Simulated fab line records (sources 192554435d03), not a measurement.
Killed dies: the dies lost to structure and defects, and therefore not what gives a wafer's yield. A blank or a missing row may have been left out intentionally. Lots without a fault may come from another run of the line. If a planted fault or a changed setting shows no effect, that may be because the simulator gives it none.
fab line records	flow n5_finfet	part 2 of 2: steps 21 to 27 of 27
record: lots: 5	wafers: 15	last_day: 17
route steps=1938 shown MOL_CONTACT_COAG@566
lots untouched by any fault: they come from a run of this same line in which no faults occurred
start_h: the number of hours between the record's first day and the start of the first shown wafer of the lot	wait_h: hours from the lot's prior step to this one	" the same as in the row above	L1.1+2: a single row standing in for several wafers	- no value present, or no start provided	* or withheld: withheld	< > ~ a bound
route shown NAME@n: a module of which the file shows steps, and the number in the route of the first	usual: mean/standard deviation taken from wafers without a fault	same: alike in all rows	chamber/n: place in a boat	sites: per-site readings	_std_site: their standard deviation	_edge_site: the outer-site mean with the inner-site mean subtracted	radius_mm: how far each site lies from the wafer's centre	mask NAME#n: copy n	behind: tool/chamber where the wafer was last shaped	hold: the reason the lot was held/the length of the hold in hours/how it ended	device: names the non-switching transistor (n, p or np)	end of line: tests of these same wafers at the route's end	step lacking rows: just its recipe	killed: not the wafer's yield, but the dies lost to structure and defects at the first sort	map: dies across one wafer; x = killed, . = not, _ = none there
set.NAME: setting as actually run; set.NAME@STEP: the setting as run at that earlier step	model.NAME: the simulator's own value behind a step, which no gauge read
certain route steps with their lots: each step a table, each wafer a row
services: a tool's chamber out of use, with start hour (start_h, from the record's first day; less than 0 if before it), hours out, and reason
== steps ==
step: N5_MOL_CONTACT_COAG_VIA_ETCH_46
recipe: chemistry: C4F6/O2	target_depth_a: 460	overetch_a: 92	mask_material: SOC	target: SiO2	bias_w: 455	pressure_mtorr: 10	time_s: 40	source_w: 325	Ar_flow_sccm: 300	C4F6_flow_sccm: 10	O2_flow_sccm: 10	ion_energy_ev: 575.3	ends: end_point
usual: drypump_motor_current_A: 5.5/0.59	oes_o_777_au: 0.82/0.088	oes_product_au: 0.73/0.078	rf_vpp_V: 1585/13	showerhead_plenum_p_Torr: 2.88/0.086	throttle_valve_pct: 40.8/0.3
lot.wafer	tool	chamber	start_h	wait_h	drypump_motor_current_A	oes_o_777_au	oes_product_au	rf_hours_counter_h	rf_vpp_V	showerhead_plenum_p_Torr	throttle_valve_pct
L082.2	rie_diel-04	2	152.40	0.0	5.7	0.81	0.70	101	1581	2.85	40.7
L082.3	"	1	"	"	6.6	0.74	0.67	158	1614	2.95	41.6
L082.6	"	2	"	"	5.7	0.82	0.71	-	1582	2.85	40.8
L086.3	rie_diel-03	1	171.22	0.0	5.7	0.93	0.81	16	1569	2.92	40.6
L086.4	"	1	"	"	5.7	0.93	0.81	-	1569	2.92	40.7
L086.6	"	0	"	"	6.0	0.87	0.77	-	1584	2.98	40.7
L087.4	rie_diel-02	1	177.27	0.0	4.9	0.81	0.72	86	1582	2.86	40.5
L087.5	"	0	"	"	6.2	0.97	0.85	-	1581	3.02	40.6
L087.6	"	3	"	"	4.7	0.75	0.65	-	1582	2.83	40.7
L090.1	rie_diel-02	1	195.78	0.0	4.9	0.80	0.73	92	1583	2.86	40.5
L090.2	"	2	"	"	5.5	0.89	0.81	24	1579	2.80	41.1
L090.4	"	3	"	"	4.7	0.72	0.66	203	1582	2.82	40.7
L097.1	rie_diel-02	3	244.47	0.0	4.7	0.72	0.64	220	1582	2.82	40.7
L097.5	"	0	"	"	6.3	0.92	0.80	-	1580	3.01	40.6
L097.6	"	1	"	"	4.9	0.80	0.71	-	1585	2.85	40.5
step: N5_MOL_CONTACT_COAG_STRIP_96
recipe: chemistry: N2/H2	power_w: 500	temp_c: 40	pressure_mtorr: 50	rf_frequency_hz: 6e+07	overash_fraction: 0.3	bias_power_w: 28	h2_frac: 0.5	n2_flow_sccm: 300	h2_flow_sccm: 300
usual: drypump_motor_current_A: 5.6/0.59	oes_product_au: 0.82/0.093	rf_vpp_V: 122.1/1.3	showerhead_plenum_p_Torr: 3.40/0.1	throttle_valve_pct: 18.9/0.32
lot.wafer	tool	chamber	start_h	wait_h	drypump_motor_current_A	oes_product_au	rf_hours_counter_h	rf_vpp_V	showerhead_plenum_p_Torr	throttle_valve_pct
L082.2	rie_diel-04	2	152.47	0.0	5.7	0.80	102	123.4	3.39	18.8
L082.3	"	1	"	"	6.6	0.76	158	121.4	3.49	19.5
L082.6	"	2	"	"	5.7	0.80	-	122.9	3.39	18.8
L086.3	rie_diel-03	1	171.29	0.0	5.7	0.92	16	122.1	3.43	18.5
L086.4	"	1	"	"	5.7	0.93	-	121.5	3.43	18.5
L086.6	"	0	"	"	6.0	0.86	-	121.7	3.54	19.2
L087.4	rie_diel-02	1	177.34	0.0	4.9	0.82	86	121.9	3.40	18.6
L087.5	"	0	"	"	6.2	0.96	-	123.8	3.57	18.6
L087.6	"	3	"	"	4.7	0.74	-	120.5	3.33	18.9
L090.1	rie_diel-02	1	195.84	0.0	4.9	0.82	92	120.8	3.39	18.7
L090.2	"	2	"	"	5.5	0.91	24	122.0	3.29	18.8
L090.4	"	3	"	"	4.7	0.72	203	120.6	3.33	18.9
L097.1	rie_diel-02	3	244.53	0.0	4.7	0.72	220	124.1	3.32	18.9
L097.5	"	0	"	"	6.2	0.91	-	122.7	3.56	18.7
L097.6	"	1	"	"	4.9	0.80	-	123.5	3.38	18.7
step: N5_MOL_CONTACT_COAG_ETCH_47
recipe: chemistry: CH3F/O2	target: SiNx	target_depth_a: 270	mask_material: SiO2	stop_on: W	over_etch_frac: 0.2	ion_energy_ev: 120	endpoint: OES-CN	pressure_mtorr: 30	source_w: 395	bias_w: 73	Ar_flow_sccm: 150	CH3F_flow_sccm: 30	O2_flow_sccm: 20	ends: end_point
usual: drypump_motor_current_A: 5.5/0.59	etch_rf_on_time_s: 31.1/0.4	oes_o_777_au: 0.82/0.088	oes_product_au: 0.73/0.081	rf_vpp_V: 296.9/2.7	showerhead_plenum_p_Torr: 2.03/0.063	throttle_valve_pct: 16.28/0.21
lot.wafer	tool	chamber	start_h	wait_h	drypump_motor_current_A	etch_rf_on_time_s	oes_o_777_au	oes_product_au	rf_hours_counter_h	rf_vpp_V	showerhead_plenum_p_Torr	throttle_valve_pct
L082.2	rie_diel-04	2	152.51	0.0	5.7	30.6	0.80	0.72	102	296.9	2.01	16.39
L082.3	"	1	"	"	6.6	31.5	0.75	0.67	158	304.1	2.08	16.63
L082.6	"	2	"	"	5.7	30.7	0.82	0.71	-	299.2	2.01	16.38
L086.3	rie_diel-03	1	171.33	0.0	5.7	30.5	0.93	0.82	16	294.6	2.06	16.04
L086.4	"	1	"	"	5.7	30.4	0.93	0.83	-	292.8	2.06	16.06
L086.6	"	0	"	"	6.0	30.5	0.87	0.78	-	295.6	2.11	16.18
L087.4	rie_diel-02	1	177.38	0.0	4.9	31.1	0.81	0.73	86	296.1	2.02	16.12
L087.5	"	0	"	"	6.2	31.1	0.96	0.86	-	296.3	2.13	16.06
L087.6	"	3	"	"	4.7	31.4	0.74	0.66	-	296.2	1.99	16.42
L090.1	rie_diel-02	1	195.88	0.0	4.9	31.4	0.81	0.72	92	295.5	2.01	16.12
L090.2	"	2	"	"	5.5	31.5	0.89	0.81	24	296.9	1.97	16.11
L090.4	"	3	"	"	4.7	31.4	0.74	0.65	203	296.1	1.99	16.40
L097.1	rie_diel-02	3	244.57	0.0	4.7	31.5	0.72	0.64	220	295.4	1.98	16.47
L097.5	"	0	"	"	6.3	31.0	0.91	0.81	-	296.8	2.13	16.09
L097.6	"	1	"	"	4.9	30.9	0.79	0.71	-	297.0	2.01	16.16
step: N5_MOL_CONTACT_COAG_STRIP_119
recipe: chemistry: N2/H2	time_s: 30	power_w: 1000	temp_c: 250	pressure_mtorr: withheld	n2_flow_sccm: 1750	h2_flow_sccm: 3250
usual: drypump_motor_current_A: 6.22/0.3	heater_power_w: 325/19
lot.wafer	tool	chamber	start_h	wait_h	drypump_motor_current_A	heater_power_w	rf_hours_counter_h
L082.2	plasma_asher-02	1	152.59	0.1	6.14	348	99
L082.3	"	0	"	"	5.96	329	-
L082.6	"	1	"	"	6.15	344	-
L086.3	plasma_asher-01	1	171.43	0.1	6.75	308	-
L086.4	"	0	"	"	6.15	292	-
L086.6	"	0	"	"	6.11	301	-
L087.4	plasma_asher-02	0	177.48	0.1	5.94	337	-
L087.5	"	0	"	"	5.93	335	-
L087.6	"	1	"	"	6.14	352	-
L090.1	plasma_asher-02	0	195.96	0.1	5.95	331	107
L090.2	"	1	"	"	6.14	348	107
L090.4	"	0	"	"	5.96	346	-
L097.1	plasma_asher-02	0	244.65	0.1	5.94	333	116
L097.5	"	1	"	"	6.15	351	-
L097.6	"	0	"	"	5.95	333	-
step: N5_MOL_CONTACT_COAG_PRECLEAN_144
recipe: chemistry: alkaline_clean	temp_c: 60	time_s: 60	do_ppb: 50
lot.wafer	tool	chamber	start_h	wait_h
L082.2+3+6	wet_bench-02	6,3,4	152.68	0.1
L086.3+4+6	wet_bench-03	7,4,2	171.50	0.0
L087.4+5+6	wet_bench-02	1,4,3	177.59	0.1
L090.1+2+4	wet_bench-01	5,2,1	196.05	0.1
L097.1+5+6	wet_bench-03	5,4,7	244.74	0.1
step: N5_MOL_CONTACT_COAG_SRD_145
recipe: dry: ipa_marangoni	time_s: 30	temp_c: 23	rinse_liquid: diw
usual: do_supply_ppb: 9.99/0.09
lot.wafer	tool	chamber	start_h	wait_h	do_supply_ppb
L082.2	wet_bench-02	6	152.70	0.0	10.13
L082.3	"	3	"	"	10.05
L082.6	"	4	"	"	9.99
L086.3	wet_bench-03	7	171.52	0.0	10.11
L086.4	"	4	"	"	9.82
L086.6	"	2	"	"	10.03
L087.4	wet_bench-02	1	177.61	0.0	10.04
L087.5	"	4	"	"	10.04
L087.6	"	3	"	"	10.03
L090.1	wet_bench-01	5	196.07	0.0	10.02
L090.2	"	2	"	"	10.00
L090.4	"	1	"	"	10.01
L097.1	wet_bench-03	5	244.76	0.0	10.01
L097.5	"	4	"	"	10.10
L097.6	"	7	"	"	10.13
step: N5_MOL_CONTACT_COAG_CD_MEAS_137
recipe: target_cd_nm: 16
usual: cd_nm: 15.92/0.29
lot.wafer	tool	chamber	start_h	wait_h	cd_nm
L082.2	cd_sem-01	-	152.74	0.0	15.78
L082.3	"	-	"	"	16.16
L082.6	"	-	"	"	16.18
L086.3	cd_sem-02	-	171.56	0.0	16.74
L086.4	"	-	"	"	16.41
L086.6	"	-	"	"	16.38
L087.4	cd_sem-01	-	177.65	0.0	15.95
L087.5	"	-	"	"	15.79
L087.6	"	-	"	"	15.75
L090.1	cd_sem-03	-	196.11	0.0	16.03
L090.2	"	-	"	"	16.15
L090.4	"	-	"	"	15.55
L097.1	cd_sem-03	-	244.80	0.0	15.39
L097.5	"	-	"	"	15.96
L097.6	"	-	"	"	15.43
== services ==
tool	chamber	start_h	hours	kind
euv_scanner-02	-	129.21	5.1	repair
rie_diel-03	3	130.40	1.7	repair
rie_diel-02	0	141.15	-	clean
rie_diel-04	0	148.40	7.8	repair
euv_scanner-02	-	151.22	4.6	pm
rie_diel-04	2	154.57	4.1	repair
euv_scanner-01	-	155.82	1.0	pm
euv_scanner-02	-	156.83	17.3	pm
rie_diel-04	2	159.80	4.9	repair
euv_scanner-01	-	171.61	1.6	repair
euv_scanner-02	-	174.13	1.0	pm
ald_sin-04	-	175.44	2.3	repair
plasma_asher-01	-	181.55	1.0	repair
rie_diel-04	2	190.24	6.7	repair
euv_scanner-02	-	191.69	0.6	repair
rie_diel-03	3	197.34	29.9	repair
rie_diel-03	2	197.76	2.9	repair
rie_diel-03	0	199.70	6.3	repair
euv_scanner-01	-	209.10	1.0	pm
rie_diel-02	-	215.16	4.3	pm
euv_scanner-02	-	215.67	1.0	pm
plasma_asher-01	-	219.76	1.7	repair
euv_scanner-01	-	223.18	4.6	pm
rie_diel-02	2	225.53	14.6	repair
